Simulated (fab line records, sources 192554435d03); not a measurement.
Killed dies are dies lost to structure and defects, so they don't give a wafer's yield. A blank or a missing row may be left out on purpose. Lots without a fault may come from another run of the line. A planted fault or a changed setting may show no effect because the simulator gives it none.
Chamber matching | flow n5_finfet | N5_PMOS_HMC_CHANNEL_EPI_CMP_21 on cmp-01: 4 sister chambers
The step polishes SiGe30, target thk 54 nm. 8 wafers are shown with their chamber, then 12 later ones without.

WAFERS WITH THEIR CHAMBER
wafer  | chamber | motor_current_A (A)
L080.1 | 3       | 10.5
L081.4 | 1       | 13.1
L081.5 | 1       | 13.0
L086.2 | 2       | 12.2
L086.6 | 2       | 11.9
L088.3 | 3       | 11.1
L088.4 | 0       | 12.7
L088.6 | 0       | 11.7

WAFERS WITHOUT THEIR CHAMBER
wafer  | motor_current_A (A)
L091.2 | 12.5
L091.4 | 11.9
L091.6 | 12.2
L093.1 | 13.8
L093.2 | 12.3
L093.5 | 10.9
L096.1 | 13.7
L096.4 | 12.1
L096.5 | 12.9
L097.3 | 13.5
L097.4 | 10.9
L097.5 | 10.6

WHICH CHAMBER EACH WENT THROUGH
wafer  | from the rows above          | in truth
L091.2 | can't be placed: 0 or 2 or 1 | 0
L091.4 | can't be placed: 2 or 0      | 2
L091.6 | can't be placed: 0 or 2 or 1 | 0
L093.1 | can't be placed: 1 or 0      | 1
L093.2 | can't be placed: 0 or 2 or 1 | 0
L093.5 | 3                            | 3
L096.1 | can't be placed: 1 or 0      | 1
L096.4 | can't be placed: 2 or 0      | 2
L096.5 | can't be placed: 1 or 0 or 2 | 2
L097.3 | can't be placed: 1 or 0      | 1
L097.4 | 3                            | 3
L097.5 | 3                            | 3
Placed correctly: 3 of 12. Can't be placed from these rows: 9 (the true chamber is among the candidates in 9). Placed wrongly: 0.
How it was worked out, from the rows above alone: a wafer's distance from a chamber is the root of the sum, over the readings, of the square of ((its reading less the chamber's mean) divided by the reading's scatter). The wafer belongs to the nearest chamber; if the next one is less than 2 further off, it can't be placed. A chamber's mean is the mean of its shown wafers. The scatter: the root of (the sum of the squares of (reading less its chamber's mean) over the shown wafers, divided by (wafers less chambers)).
